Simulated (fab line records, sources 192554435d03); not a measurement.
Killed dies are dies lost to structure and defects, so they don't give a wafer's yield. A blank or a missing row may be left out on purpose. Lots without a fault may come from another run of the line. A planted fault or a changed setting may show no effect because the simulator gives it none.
fab line records | flow n5_finfet
record lots=24 wafers=72 last_day=17
route steps=1938 shown BEOL_M0_SAQP@672 BEOL_M0_CUTY@712 BEOL_M0@723
lots that met no fault: from a run of the same line without faults
start_h: hours from the record's first day to the start of the lot's first wafer shown | wait_h: hours since the lot's step before | " the same as in the row above | L1.1+2: a row that stands for several wafers | - no value, or no start given | * or withheld: withheld | < > ~ a bound
route shown NAME@n: a module of which the file shows steps, and the number in the route of the first | usual: mean/standard deviation of fault-free wafers | same: alike in all rows | chamber/n: place in a boat | sites: the reading at each site | _std_site: their standard deviation | _edge_site: outer sites' mean less inner sites' | radius_mm: how far each site lies from the wafer's centre | mask NAME#n: copy n | behind: the tool/chamber that last shaped the wafer | hold: why the lot was held/for how many hours/how that ended | device: the transistor (n, p or np) that didn't switch | end of line: the same wafers' tests at the end of the route | a step without rows: its recipe alone | killed: dies lost to structure and defects at the first sort, not the wafer's yield | map: a wafer's dies, x killed, . not, _ none there
set.NAME: the setting as run; set.NAME@STEP: as run at that earlier step | model.NAME: the simulator's own value behind a step, which no gauge read
steps of the route over a sample of lots; a table a step, a row a wafer
services: from which hour (start_h, from the record's first day; less than 0 if before it) a tool's chamber was out of use, for how many hours, and why
## steps
# step N5_BEOL_M0_SAQP_ETCH_106
# recipe chemistry=N2/H2 target=SOC target_depth_a=1500 stop_on=SiNx ion_energy_ev=100 bias_w=61 pressure_mtorr=30 source_w=850 n2_flow_sccm=200 h2_flow_sccm=200
# usual drypump_motor_current_A=5.7/0.35 h2_flow_sccm=199.9/0.59 oes_product_au=0.76/0.084 rf_vpp_V=240.5/1.4 showerhead_plenum_p_Torr=2.54/0.09 throttle_valve_pct=17.78/0.22
# columns lot.wafer tool chamber start_h wait_h drypump_motor_current_A h2_flow_sccm oes_product_au rf_hours_counter_h rf_vpp_V showerhead_plenum_p_Torr throttle_valve_pct
L074.2 rie_diel-01 2 111.65 - 5.5 199.8 0.71 199 242.1 2.64 18.06
L074.5 " 3 " " 5.5 200.5 0.73 - 241.8 2.63 17.79
L074.6 " 0 " " 5.3 200.0 0.68 - 241.6 2.61 17.89
L075.1 rie_diel-05 2 115.62 - 5.5 200.9 0.92 14 240.8 2.62 17.43
L075.2 " 0 " " 6.0 197.5 0.70 189 239.3 2.42 17.90
L075.4 " 3 " " 5.5 199.6 0.74 164 239.4 2.44 17.71
L076.1 rie_diel-05 0 121.13 - 6.1 200.5 0.70 190 240.0 2.41 17.90
L076.2 " 3 " " 5.5 200.7 0.75 166 239.5 2.44 17.73
L076.4 " 1 " " 5.7 200.0 0.80 91 237.4 2.35 17.85
L077.1 rie_diel-01 0 126.86 - 5.3 199.5 0.67 238 241.1 2.61 17.89
L077.4 " 3 " " 5.5 199.9 0.71 191 242.6 2.63 17.81
L077.6 " 0 " " 5.3 199.2 0.66 - 241.9 2.61 17.88
L078.1 rie_diel-04 0 136.74 - 6.5 200.6 0.82 90 242.6 2.68 18.02
L078.3 " 2 " " 5.6 199.9 0.76 126 240.4 2.57 17.52
L078.5 " 1 " " 6.5 199.4 0.73 - 239.6 2.51 17.48
L079.3 rie_diel-05 2 142.36 - 5.6 200.9 0.90 21 242.3 2.62 17.47
L079.4 " 3 " " 5.5 199.8 0.74 171 240.0 2.44 17.73
L079.6 " 2 " " 5.5 200.5 0.90 - 241.1 2.62 17.45
L080.1 rie_diel-05 3 154.30 - 5.5 199.4 0.74 175 238.4 2.44 17.74
L080.2 " 1 " " 5.7 199.9 0.78 100 237.5 2.35 17.85
L080.6 " 3 " " 5.5 199.0 0.74 - 238.6 2.44 17.75
L081.3 rie_diel-04 2 154.85 - 5.6 200.3 0.76 132 240.5 2.57 17.53
L081.5 " 3 " " 5.4 199.8 0.87 - 240.4 2.50 17.76
L081.6 " 2 " " 5.6 199.9 0.76 - 241.4 2.57 17.53
L082.1 rie_diel-05 3 158.67 - 5.5 200.4 0.74 177 237.7 2.44 17.74
L082.3 " 1 " " 5.6 199.9 0.78 102 239.0 2.35 17.86
L082.6 " 1 " " 5.7 200.4 0.78 - 239.1 2.35 17.87
L083.2 rie_diel-01 2 163.12 - 5.5 200.0 0.69 214 242.7 2.64 18.08
L083.5 " 1 " " 5.6 199.4 0.72 - 239.0 2.54 18.10
L083.6 " 0 " " 5.3 199.7 0.66 - 242.2 2.61 17.91
L084.1 rie_diel-04 2 172.90 - 5.6 199.5 0.75 136 240.9 2.56 17.52
L084.2 " 0 " " 6.6 199.9 0.80 100 243.0 2.67 18.05
L084.5 " 2 " " 5.6 198.7 0.75 - 240.2 2.57 17.52
L085.2 rie_diel-04 2 181.36 - 5.6 199.0 0.76 139 241.9 2.56 17.53
L085.4 " 3 " " 5.4 200.4 0.86 58 239.3 2.50 17.77
L085.5 " 2 " " 5.6 199.5 0.75 - 240.3 2.56 17.53
L086.1 rie_diel-01 0 185.02 - 5.3 199.5 1.02 0 241.4 2.61 17.47
L086.2 " 3 " " 5.5 199.1 0.70 209 242.1 2.62 17.85
L086.6 " 3 " " 5.4 200.2 0.70 - 241.4 2.62 17.84
L087.1 rie_diel-01 3 191.80 - 5.5 200.2 0.70 211 242.0 2.62 17.84
L087.3 " 1 " " 5.6 200.0 0.70 188 241.3 2.54 18.12
L087.4 " 0 " " 5.3 200.1 0.98 2 241.4 2.60 17.47
L088.1 rie_diel-05 2 199.59 - 5.6 200.4 0.87 39 240.9 2.61 17.48
L088.4 " 3 " " 5.6 199.7 0.73 - 239.7 2.43 17.75
L088.5 " 2 " " 5.6 199.6 0.87 - 240.5 2.61 17.48
L089.1 rie_diel-05 0 204.79 - 6.0 200.6 0.69 215 239.6 2.40 17.96
L089.2 " 2 " " 5.6 200.2 0.86 41 241.0 2.61 17.49
L089.6 " 2 " " 5.6 200.3 0.87 - 243.2 2.61 17.49
L090.1 rie_diel-01 0 210.88 - 5.3 199.4 0.96 8 241.8 2.60 17.47
L090.3 " 2 " " 5.5 200.1 0.69 230 241.1 2.63 18.12
L090.6 " 1 " " 5.6 199.8 0.70 - 240.3 2.54 18.12
L091.2 rie_diel-05 0 215.45 - 6.1 199.3 0.68 219 239.6 2.40 17.97
L091.4 " 0 " " 6.1 199.2 0.68 - 238.6 2.40 17.97
L091.5 " 2 " " 5.6 200.5 0.85 - 240.7 2.61 17.50
L092.2 rie_diel-04 1 219.55 - 6.5 199.9 0.71 188 240.3 2.50 17.51
L092.4 " 2 " " 5.6 200.4 0.75 150 241.0 2.56 17.55
L092.5 " 3 " " 5.4 199.9 0.85 - 238.8 2.49 17.81
L093.1 rie_diel-01 1 225.34 - 5.6 199.7 0.70 198 240.2 2.53 18.13
L093.4 " 2 " " 5.5 199.5 0.68 234 241.3 2.63 18.11
L093.6 " 0 " " 5.2 200.2 0.94 - 242.7 2.60 17.48
L094.3 rie_diel-04 0 234.72 - 6.6 200.0 0.79 119 242.7 2.67 18.07
L094.5 " 1 " " 6.5 200.4 0.71 - 242.3 2.50 17.53
L094.6 " 2 " " 5.6 199.9 0.73 - 241.1 2.56 17.56
L095.3 rie_diel-05 0 237.76 - 6.0 199.9 0.67 226 238.9 2.40 17.99
L095.5 " 2 " " 5.5 199.9 0.85 - 240.8 2.60 17.51
L095.6 " 3 " " 5.6 199.3 0.73 - 238.4 2.43 17.79
L096.1 rie_diel-01 0 244.77 - 5.3 200.9 0.92 19 241.6 2.60 17.51
L096.4 " 3 " " 5.5 200.4 0.68 228 242.4 2.61 17.87
L096.5 " 3 " " 5.5 200.1 0.69 - 242.3 2.61 17.86
L097.3 rie_diel-04 0 249.75 - 6.5 198.7 0.78 124 242.2 2.66 18.09
L097.4 " 3 " " 5.4 200.5 0.83 80 239.7 2.49 17.81
L097.5 " 3 " " 5.4 200.1 0.84 - 239.2 2.49 17.80
# step N5_BEOL_M0_SAQP_OVL_MEAS_41
# recipe points_per_wafer=522
# usual M0_CUT1_OVL=0.4/0.74
# columns lot.wafer tool chamber start_h wait_h M0_CUT1_OVL[nm]
L074.2 overlay-01 0 113.08 0.0 1.6
L074.5 " 0 " " 0.2
L074.6 " 0 " " 1.4
L075.1 overlay-01 0 117.19 0.0 0.3
L075.2 " 0 " " -0.2
L075.4 " 0 " " -0.7
L076.1 overlay-02 0 123.46 0.0 -1.2
L076.2 " 0 " " -0.5
L076.4 " 0 " " -0.3
L077.1 overlay-01 0 128.58 0.0 1.1
L077.4 " 0 " " 1.1
L077.6 " 0 " " 1.8
L078.1 overlay-01 0 139.23 0.0 1.3
L078.3 " 0 " " 1.3
L078.5 " 0 " " 0.9
L079.3 overlay-02 0 143.76 0.0 1.1
L079.4 " 0 " " 1.1
L079.6 " 0 " " 1.0
L080.1 overlay-01 0 155.82 0.0 -0.2
L080.2 " 0 " " -0.8
L080.6 " 0 " " -0.7
L081.3 overlay-01 0 156.37 0.0 1.2
L081.5 " 0 " " 0.3
L081.6 " 0 " " 0.9
L082.1 overlay-02 0 160.18 0.0 -0.3
L082.3 " 0 " " 0.3
L082.6 " 0 " " 0.6
L083.2 overlay-01 0 164.80 0.0 0.5
L083.5 " 0 " " 0.3
L083.6 " 0 " " 1.4
L084.1 overlay-02 0 174.29 0.0 0.8
L084.2 " 0 " " 0.5
L084.5 " 0 " " 0.2
L085.2 overlay-02 0 182.75 0.0 0.0
L085.4 " 0 " " 0.3
L085.5 " 0 " " -0.1
L086.1 overlay-02 0 189.12 0.0 -0.7
L086.2 " 0 " " 0.5
L086.6 " 0 " " -0.1
L087.1 overlay-02 0 193.28 0.0 0.1
L087.3 " 0 " " 0.1
L087.4 " 0 " " 1.3
L088.1 overlay-02 0 201.19 0.0 0.1
L088.4 " 0 " " 0.3
L088.5 " 0 " " -0.1
L089.1 overlay-02 0 206.19 0.0 1.1
L089.2 " 0 " " -0.2
L089.6 " 0 " " 0.3
L090.1 overlay-01 0 212.28 0.0 0.9
L090.3 " 0 " " 1.2
L090.6 " 0 " " -0.9
L091.2 overlay-01 0 217.02 0.0 0.8
L091.4 " 0 " " -0.1
L091.5 " 0 " " 0.4
L092.2 overlay-01 0 221.07 0.0 0.7
L092.4 " 0 " " 0.9
L092.5 " 0 " " -0.3
L093.1 overlay-01 0 226.90 0.0 0.7
L093.4 " 0 " " 0.7
L093.6 " 0 " " 0.5
L094.3 overlay-02 0 236.12 0.0 1.6
L094.5 " 0 " " 0.4
L094.6 " 0 " " 1.6
L095.3 overlay-01 0 239.30 0.0 0.3
L095.5 " 0 " " 0.7
L095.6 " 0 " " -0.2
L096.1 overlay-02 0 246.64 0.0 -0.1
L096.4 " 0 " " 0.9
L096.5 " 0 " " -0.4
L097.3 overlay-02 0 251.29 0.0 0.1
L097.4 " 0 " " -0.8
L097.5 " 0 " " 0.8
# step N5_BEOL_M0_SAQP_STRIP_75
# recipe chemistry=CF4 resist=SiARC power_w=300 bias_power_w=75 pressure_mtorr=50 cf4_flow_sccm=150 rf_frequency_hz=6e+07
# usual drypump_motor_current_A=5.8/0.42 oes_product_au=0.178/0.017 rf_vpp_V=270.8/1.6 showerhead_plenum_p_Torr=1.79/0.064 throttle_valve_pct=13.57/0.23
# columns lot.wafer tool chamber start_h wait_h drypump_motor_current_A oes_product_au rf_hours_counter_h rf_vpp_V showerhead_plenum_p_Torr throttle_valve_pct
L074.2 rie_diel-05 2 114.13 0.1 5.5 0.215 13 272.4 1.84 13.14
L074.5 " 2 " " 5.5 0.214 - 271.6 1.84 13.15
L074.6 " 1 " " 5.7 0.183 - 268.0 1.67 13.69
L075.1 rie_diel-05 2 118.85 0.1 5.5 0.211 14 271.8 1.84 13.13
L075.2 " 3 " " 5.5 0.175 165 270.2 1.74 13.58
L075.4 " 0 " " 6.0 0.168 190 268.1 1.72 13.81
L076.1 rie_diel-04 2 124.46 0.1 5.6 0.169 122 273.6 1.81 13.29
L076.2 " 3 " " 5.4 0.206 41 270.8 1.75 13.28
L076.4 " 1 " " 6.5 0.172 - 271.5 1.78 13.48
L077.1 rie_diel-04 3 131.49 0.1 5.4 0.200 44 270.6 1.75 13.27
L077.4 " 2 " " 5.6 0.174 125 270.8 1.81 13.29
L077.6 " 1 " " 6.5 0.168 - 271.6 1.78 13.50
L078.1 rie_diel-04 1 140.50 0.1 6.6 0.171 167 270.0 1.78 13.49
L078.3 " 0 " " 6.6 0.194 91 272.3 1.90 13.75
L078.5 " 0 " " 6.6 0.193 - 274.6 1.90 13.76
L079.3 rie_diel-04 3 144.75 0.1 5.4 0.212 48 270.6 1.75 13.29
L079.4 " 1 " " 6.5 0.170 168 271.6 1.78 13.49
L079.6 " 3 " " 5.4 0.199 - 269.4 1.75 13.30
L080.1 rie_diel-04 1 157.41 0.1 6.5 0.165 173 271.2 1.78 13.50
L080.2 " 3 " " 5.4 0.199 52 270.1 1.75 13.30
L080.6 " 1 " " 6.5 0.164 - 272.4 1.78 13.50
L081.3 rie_diel-01 1 157.77 0.1 5.6 0.169 175 271.9 1.79 13.76
L081.5 " 3 " " 5.5 0.163 - 273.3 1.86 13.69
L081.6 " 0 " " 5.3 0.157 - 271.5 1.85 13.76
L082.1 rie_diel-04 0 161.18 0.1 6.6 0.187 97 271.9 1.90 13.76
L082.3 " 3 " " 5.4 0.198 52 272.3 1.75 13.30
L082.6 " 3 " " 5.4 0.208 - 269.5 1.75 13.31
L083.2 rie_diel-01 2 165.80 0.1 5.5 0.163 215 270.4 1.85 13.76
L083.5 " 0 " " 5.3 0.160 - 272.4 1.85 13.75
L083.6 " 3 " " 5.5 0.164 - 273.0 1.86 13.69
L084.1 rie_diel-01 3 175.29 0.1 5.5 0.164 205 271.8 1.85 13.70
L084.2 " 1 " " 5.6 0.165 182 270.7 1.79 13.78
L084.5 " 1 " " 5.6 0.163 - 271.7 1.79 13.78
L085.2 rie_diel-01 1 183.75 0.1 5.6 0.161 185 269.5 1.79 13.78
L085.4 " 3 " " 5.5 0.161 - 271.9 1.85 13.70
L085.5 " 1 " " 5.6 0.169 - 270.2 1.79 13.79
L086.1 rie_diel-05 0 190.27 0.1 6.0 0.159 210 269.9 1.72 13.84
L086.2 " 3 " " 5.5 0.170 185 269.6 1.73 13.64
L086.6 " 2 " " 5.5 0.198 - 272.6 1.84 13.19
L087.1 rie_diel-04 1 194.35 0.1 6.6 0.165 181 270.7 1.78 13.52
L087.3 " 2 " " 5.6 0.169 142 273.1 1.81 13.34
L087.4 " 0 " " 6.6 0.194 107 272.5 1.90 13.79
L088.1 rie_diel-05 3 202.19 0.1 5.5 0.174 190 268.3 1.73 13.65
L088.4 " 0 " " 6.0 0.164 - 269.1 1.72 13.85
L088.5 " 2 " " 5.6 0.204 - 272.7 1.84 13.21
L089.1 rie_diel-01 2 207.32 0.1 5.5 0.162 229 273.8 1.85 13.81
L089.2 " 3 " " 5.5 0.164 215 270.8 1.85 13.72
L089.6 " 1 " " 5.6 0.165 - 270.8 1.79 13.80
L090.1 rie_diel-04 3 213.28 0.1 5.4 0.196 68 270.2 1.74 13.34
L090.3 " 1 " " 6.5 0.171 187 271.5 1.78 13.55
L090.6 " 0 " " 6.6 0.199 - 271.2 1.89 13.80
L091.2 rie_diel-04 0 218.22 0.1 6.5 0.187 114 271.9 1.89 13.80
L091.4 " 2 " " 5.6 0.175 149 270.7 1.80 13.35
L091.5 " 2 " " 5.6 0.170 - 269.9 1.81 13.35
L092.2 rie_diel-05 0 222.06 0.1 6.0 0.157 221 269.2 1.71 13.88
L092.4 " 2 " " 5.6 0.197 48 272.0 1.83 13.23
L092.5 " 3 " " 5.6 0.173 - 268.2 1.73 13.65
L093.1 rie_diel-05 0 227.90 0.1 6.0 0.156 223 269.3 1.71 13.87
L093.4 " 1 " " 5.7 0.176 116 269.5 1.67 13.74
L093.6 " 0 " " 6.0 0.158 - 269.4 1.71 13.88
L094.3 rie_diel-05 2 237.46 0.1 5.5 0.197 52 271.6 1.83 13.21
L094.5 " 1 " " 5.7 0.176 - 267.3 1.67 13.74
L094.6 " 2 " " 5.5 0.198 - 272.6 1.83 13.22
L095.3 rie_diel-04 3 240.63 0.1 5.4 0.200 77 270.4 1.74 13.36
L095.5 " 2 " " 5.6 0.167 - 270.1 1.80 13.37
L095.6 " 3 " " 5.4 0.197 - 271.1 1.74 13.34
L096.1 rie_diel-05 3 248.21 0.1 5.5 0.174 205 269.4 1.73 13.67
L096.4 " 0 " " 6.0 0.158 229 270.0 1.71 13.89
L096.5 " 2 " " 5.6 0.197 - 271.8 1.83 13.22
L097.3 rie_diel-01 1 252.28 0.1 5.6 0.162 206 271.4 1.78 13.84
L097.4 " 3 " " 5.5 0.162 230 271.8 1.85 13.75
L097.5 " 0 " " 5.2 0.219 - 272.5 1.84 13.25
# step N5_BEOL_M0_CUTY_ETCH_62
# recipe chemistry=CF4 target=SiARC mask_material=CAR-ArF-block time_s=58.5 ion_energy_ev=80 pressure_mtorr=40 source_w=545 bias_w=36 Ar_flow_sccm=100 cf4_flow_sccm=100 ends=cleared
# usual drypump_motor_current_A=5.6/0.41 etch_rf_on_time_s=58.0/1.5 oes_product_au=0.68/0.08 rf_vpp_V=184.1/1 showerhead_plenum_p_Torr=2.15/0.068 throttle_valve_pct=15.65/0.25
# columns lot.wafer tool chamber start_h wait_h drypump_motor_current_A etch_rf_on_time_s oes_product_au rf_hours_counter_h rf_vpp_V showerhead_plenum_p_Torr throttle_valve_pct
L074.2 rie_diel-06 2 114.80 0.0 5.4 57.6 0.83 6 183.8 2.28 15.15
L074.5 " 1 " " 5.3 58.6 0.61 - 183.9 2.22 15.88
L074.6 " 0 " " 5.8 60.1 0.61 - 184.2 2.12 15.53
L075.1 rie_diel-06 2 119.51 0.0 5.4 57.4 0.83 8 185.8 2.28 15.16
L075.2 " 0 " " 5.8 59.4 0.61 197 183.2 2.12 15.56
L075.4 " 1 " " 5.3 58.9 0.61 183 184.8 2.22 15.89
L076.1 rie_diel-06 3 124.99 0.0 4.9 60.3 0.81 2 184.4 2.10 15.65
L076.2 " 2 " " 5.4 57.7 0.83 10 184.5 2.28 15.13
L076.4 " 1 " " 5.4 58.4 0.61 185 186.4 2.22 15.90
L077.1 rie_diel-03 3 131.88 0.0 6.2 55.9 0.76 62 185.0 2.18 15.41
L077.4 " 1 " " 6.2 54.7 0.62 214 184.3 2.13 16.13
L077.6 " 0 " " 5.4 57.7 0.62 - 183.5 2.04 15.71
L078.1 rie_diel-06 3 140.89 0.0 4.9 60.3 0.80 6 183.1 2.10 15.65
L078.3 " 1 " " 5.4 58.5 0.60 189 184.7 2.21 15.90
L078.5 " 0 " " 5.8 59.7 0.60 - 183.5 2.12 15.54
L079.3 rie_diel-06 0 145.27 0.0 5.8 59.7 0.61 205 184.6 2.12 15.56
L079.4 " 1 " " 5.3 58.2 0.61 191 183.1 2.21 15.90
L079.6 " 3 " " 4.9 60.8 0.79 - 183.6 2.10 15.64
L080.1 rie_diel-02 1 157.93 0.0 6.2 57.2 0.66 113 184.2 2.15 15.68
L080.2 " 0 " " 5.3 56.8 0.82 13 183.5 2.10 15.41
L080.6 " 3 " " 5.1 58.1 0.72 - 184.0 2.18 15.55
L081.3 rie_diel-03 2 158.28 0.0 5.5 58.1 0.67 123 184.4 2.24 15.66
L081.5 " 2 " " 5.5 57.7 0.67 - 185.6 2.24 15.67
L081.6 " 3 " " 6.2 55.5 0.74 - 185.3 2.18 15.42
L082.1 rie_diel-03 0 161.57 0.0 5.4 58.5 0.61 227 183.3 2.03 15.72
L082.3 " 1 " " 6.2 55.4 0.61 222 183.9 2.13 16.14
L082.6 " 0 " " 5.4 58.0 0.60 - 182.8 2.03 15.69
L083.2 rie_diel-06 0 166.32 0.0 5.8 58.6 0.61 213 183.3 2.12 15.57
L083.5 " 3 " " 4.9 59.9 0.78 - 183.0 2.10 15.68
L083.6 " 0 " " 5.8 59.2 0.60 - 183.9 2.12 15.59
L084.1 rie_diel-06 0 175.82 0.0 5.8 60.1 0.59 217 185.1 2.11 15.57
L084.2 " 2 " " 5.4 57.5 0.79 26 186.9 2.27 15.18
L084.5 " 0 " " 5.8 59.1 0.60 - 184.5 2.11 15.56
L085.2 rie_diel-03 2 184.26 0.0 5.5 59.5 0.65 133 185.2 2.23 15.69
L085.4 " 1 " " 6.2 55.7 0.61 231 184.2 2.13 16.15
L085.5 " 2 " " 5.5 58.6 0.66 - 184.3 2.23 15.69
L086.1 rie_diel-03 1 191.53 0.0 6.2 56.0 0.60 234 183.9 2.13 16.16
L086.2 " 3 " " 6.2 57.0 0.72 83 184.4 2.17 15.46
L086.6 " 0 " " 5.4 58.6 0.60 - 182.2 2.03 15.73
L087.1 rie_diel-06 1 194.86 0.0 5.4 58.7 0.59 203 185.0 2.21 15.93
L087.3 " 3 " " 4.9 60.0 0.76 20 185.1 2.10 15.69
L087.4 " 2 " " 5.4 57.8 0.79 27 185.3 2.27 15.17
L088.1 rie_diel-06 3 202.97 0.0 4.9 60.2 0.77 24 183.6 2.09 15.69
L088.4 " 1 " " 5.4 58.3 0.60 206 185.0 2.21 15.95
L088.5 " 2 " " 5.4 58.1 0.78 - 184.8 2.27 15.19
L089.1 rie_diel-03 1 207.95 0.0 6.2 55.4 0.61 240 182.5 2.12 16.18
L089.2 " 3 " " 6.2 57.0 0.72 89 185.1 2.17 15.48
L089.6 " 0 " " 5.4 58.8 0.59 - 183.6 2.03 15.76
L090.1 rie_diel-02 2 213.82 0.0 5.7 58.2 0.72 59 184.2 2.08 15.58
L090.3 " 1 " " 6.1 56.4 0.65 137 182.4 2.14 15.73
L090.6 " 3 " " 5.1 58.0 0.70 - 183.2 2.17 15.56
L091.2 rie_diel-03 3 218.74 0.0 6.2 58.2 0.70 93 184.2 2.17 15.46
L091.4 " 0 " " 5.4 59.1 0.58 249 181.1 2.03 15.75
L091.5 " 0 " " 5.4 59.3 0.59 - 181.8 2.03 15.76
L092.2 rie_diel-03 3 222.58 0.0 6.2 57.0 0.71 95 184.6 2.17 15.46
L092.4 " 2 " " 5.5 57.9 0.64 - 185.4 2.23 15.71
L092.5 " 3 " " 6.2 56.9 0.71 - 183.5 2.17 15.48
L093.1 rie_diel-02 1 228.29 0.0 6.1 57.0 0.65 142 185.4 2.14 15.74
L093.4 " 2 " " 5.7 58.4 0.71 65 185.2 2.08 15.59
L093.6 " 3 " " 5.1 58.4 0.69 - 184.3 2.17 15.56
L094.3 rie_diel-06 2 237.97 0.0 5.4 58.4 0.77 41 184.7 2.27 15.22
L094.5 " 0 " " 5.8 59.3 0.59 - 185.2 2.11 15.61
L094.6 " 1 " " 5.3 58.7 0.58 - 185.1 2.20 15.96
L095.3 rie_diel-02 1 241.15 0.0 6.2 56.6 0.65 147 183.3 2.14 15.76
L095.5 " 0 " " 5.2 56.7 0.76 - 181.9 2.09 15.45
L095.6 " 1 " " 6.2 56.2 0.64 - 183.4 2.14 15.76
L096.1 rie_diel-03 3 248.72 0.0 6.2 57.9 0.69 108 184.5 2.16 15.50
L096.4 " 3 " " 6.2 57.9 0.69 - 182.6 2.16 15.51
L096.5 " 0 " " 5.4 55.8 0.86 - 185.7 2.28 15.27
L097.3 rie_diel-02 0 253.26 0.0 5.2 57.1 0.76 51 183.3 2.09 15.46
L097.4 " 1 " " 6.2 57.0 0.64 152 184.4 2.14 15.76
L097.5 " 2 " " 5.7 57.7 0.70 - 183.9 2.08 15.60
# step N5_BEOL_M0_OCD_MEAS_108
# usual trench_depth_nm=32.9/0.65
# columns lot.wafer tool chamber start_h wait_h trench_depth_nm
L074.2 ocd-02 - 116.05 0.1 34.0
L074.5 " - " " 33.1
L074.6 " - " " 34.0
L075.1 ocd-01 - 120.39 0.1 32.1
L075.2 " - " " 33.0
L075.4 " - " " 32.1
L076.1 ocd-01 - 125.72 0.1 33.3
L076.2 " - " " 32.6
L076.4 " - " " 32.4
L077.1 ocd-02 - 132.65 0.1 33.6
L077.4 " - " " 33.3
L077.6 " - " " 33.3
L078.1 ocd-01 - 142.69 0.1 33.0
L078.3 " - " " 33.8
L078.5 " - " " 33.4
L079.3 ocd-02 - 147.22 0.1 32.9
L079.4 " - " " 32.9
L079.6 " - " " 34.1
L080.1 ocd-01 - 159.04 0.1 32.7
L080.2 " - " " 34.0
L080.6 " - " " 32.5
L081.3 ocd-01 - 160.65 0.1 33.6
L081.5 " - " " 33.1
L081.6 " - " " 33.9
L082.1 ocd-01 - 163.99 0.1 32.7
L082.3 " - " " 33.6
L082.6 " - " " 33.8
L083.2 ocd-02 - 167.20 0.1 32.5
L083.5 " - " " 33.8
L083.6 " - " " 32.7
L084.1 ocd-02 - 178.19 0.1 33.2
L084.2 " - " " 32.4
L084.5 " - " " 32.7
L085.2 ocd-01 - 185.80 0.1 33.1
L085.4 " - " " 32.9
L085.5 " - " " 33.2
L086.1 ocd-01 - 193.61 0.1 32.9
L086.2 " - " " 32.5
L086.6 " - " " 32.3
L087.1 ocd-01 - 196.23 0.1 32.1
L087.3 " - " " 32.3
L087.4 " - " " 32.8
L088.1 ocd-02 - 204.98 0.1 31.6
L088.4 " - " " 32.5
L088.5 " - " " 32.0
L089.1 ocd-02 - 209.30 0.1 32.6
L089.2 " - " " 31.8
L089.6 " - " " 31.8
L090.1 ocd-01 - 215.92 0.1 33.3
L090.3 " - " " 34.1
L090.6 " - " " 33.2
L091.2 ocd-02 - 220.52 0.1 33.5
L091.4 " - " " 32.9
L091.5 " - " " 33.5
L092.2 ocd-01 - 225.45 0.1 32.4
L092.4 " - " " 32.1
L092.5 " - " " 32.4
L093.1 ocd-02 - 229.15 0.1 32.3
L093.4 " - " " 32.0
L093.6 " - " " 31.9
L094.3 ocd-02 - 238.71 0.1 32.2
L094.5 " - " " 33.1
L094.6 " - " " 32.0
L095.3 ocd-01 - 245.64 0.1 33.0
L095.5 " - " " 33.0
L095.6 " - " " 33.9
L096.1 ocd-02 - 251.42 0.1 32.8
L096.4 " - " " 33.6
L096.5 " - " " 34.8
L097.3 ocd-01 - 255.85 0.1 32.6
L097.4 " - " " 33.4
L097.5 " - " " 33.0
# step N5_BEOL_M0_ALD_136
# recipe material=TaN target_thk_a=* temp_c=275 ald_precursor_family=PDMAT ald_co_reactant=NH3 pressure_torr=3 carrier_flow_sccm=1500 pulse_time_s=2 purge_time_s=3 co_reactant_purge_time_s=2 co_reactant_pulse_time_s=3 ald_cycles=30 precursor_vessel_temp_c=75 precursor_vessel_pressure_torr=26.25 precursor_vessel_carrier_sccm=1000
# usual heater_power_w=433/42
# columns lot.wafer tool chamber start_h wait_h heater_power_w
L074.2 ald_metal-03 3 116.98 0.0 478
L074.5 " 2 " " 382
L074.6 " 3 " " 495
L075.1 ald_metal-03 0 121.63 0.3 408
L075.2 " 3 " " 500
L075.4 " 1 " " 471
L076.1 ald_metal-03 1 126.10 0.0 477
L076.2 " 3 " " 507
L076.4 " 2 " " 382
L077.1 ald_metal-02 0 133.17 0.0 466
L077.4 " 3 " " 480
L077.6 " 2 " " 467
L078.1 ald_metal-04 0 143.66 0.0 442
L078.3 " 1 " " 408
L078.5 " 2 " " 362
L079.3 ald_metal-04 2 148.31 0.1 370
L079.4 " 1 " " 400
L079.6 " 0 " " 429
L080.1 ald_metal-02 0 160.65 0.0 457
L080.2 " 2 " " 466
L080.6 " 3 " " 495
L081.3 ald_metal-02 1 161.36 0.1 406
L081.5 " 0 " " 473
L081.6 " 1 " " 399
L082.1 ald_metal-03 2 164.57 0.0 390
L082.3 " 0 " " 404
L082.6 " 0 " " 401
L083.2 ald_metal-02 3 167.58 0.0 503
L083.5 " 3 " " 482
L083.6 " 2 " " 471
L084.1 ald_metal-04 1 179.22 0.0 397
L084.2 " 0 " " 454
L084.5 " 0 " " 458
L085.2 ald_metal-03 0 187.56 0.0 403
L085.4 " 3 " " 498
L085.5 " 2 " " 391
L086.1 ald_metal-03 1 196.01 0.0 459
L086.2 " 0 " " 404
L086.6 " 3 " " 503
L087.1 ald_metal-04 1 196.67 0.0 420
L087.3 " 2 " " 363
L087.4 " 2 " " 367
L088.1 ald_metal-04 1 207.68 0.0 411
L088.4 " 2 " " 364
L088.5 " 1 " " 405
L089.1 ald_metal-04 2 210.58 0.2 361
L089.2 " 1 " " 413
L089.6 " 2 " " 358
L090.1 ald_metal-04 0 216.70 0.1 434
L090.3 " 1 " " 409
L090.6 " 0 " " 444
L091.2 ald_metal-03 1 221.78 0.0 469
L091.4 " 2 " " 393
L091.5 " 0 " " 399
L092.2 ald_metal-04 3 226.27 0.1 445
L092.4 " 2 " " 373
L092.5 " 3 " " 458
L093.1 ald_metal-04 2 230.05 0.2 368
L093.4 " 1 " " 420
L093.6 " 2 " " 365
L094.3 ald_metal-02 3 240.35 0.0 492
L094.5 " 0 " " 472
L094.6 " 1 " " 395
L095.3 ald_metal-02 1 246.75 0.3 391
L095.5 " 1 " " 404
L095.6 " 2 " " 461
L096.1 ald_metal-02 0 253.31 0.1 459
L096.4 " 1 " " 399
L096.5 " 0 " " 453
L097.3 ald_metal-02 3 257.89 0.2 486
L097.4 " 1 " " 400
L097.5 " 3 " " 492
## services
# columns tool chamber start_h hours kind
rie_diel-01 - 98.69 2.8 pm
rie_diel-01 1 103.37 4.6 repair
ald_metal-04 - 111.78 6.0 pm
rie_diel-04 0 115.51 14.2 repair
ald_metal-03 - 118.63 2.8 pm
ald_metal-02 - 120.90 2.0 repair
rie_diel-06 1 126.45 1.2 repair
ald_metal-02 - 139.38 8.7 pm
ald_metal-04 1 150.24 13.8 repair
rie_diel-04 1 160.42 8.4 repair
rie_diel-04 - 161.90 4.3 pm
rie_diel-01 0 169.35 - clean
rie_diel-01 0 169.35 - consumable_replace:focus_ring
rie_diel-01 0 169.35 15.3 scheduled_down
ald_metal-04 3 173.96 39.0 repair
ald_metal-02 - 175.93 6.0 pm
rie_diel-06 - 178.23 14.6 pm
rie_diel-04 2 186.18 3.8 repair
ald_metal-02 1 192.06 3.8 repair
rie_diel-05 1 199.14 22.3 repair
rie_diel-06 2 210.88 4.2 repair
rie_diel-04 - 219.11 0.4 repair
ald_metal-04 - 245.53 8.7 pm
rie_diel-06 - 246.45 15.6 pm
## key
fault none
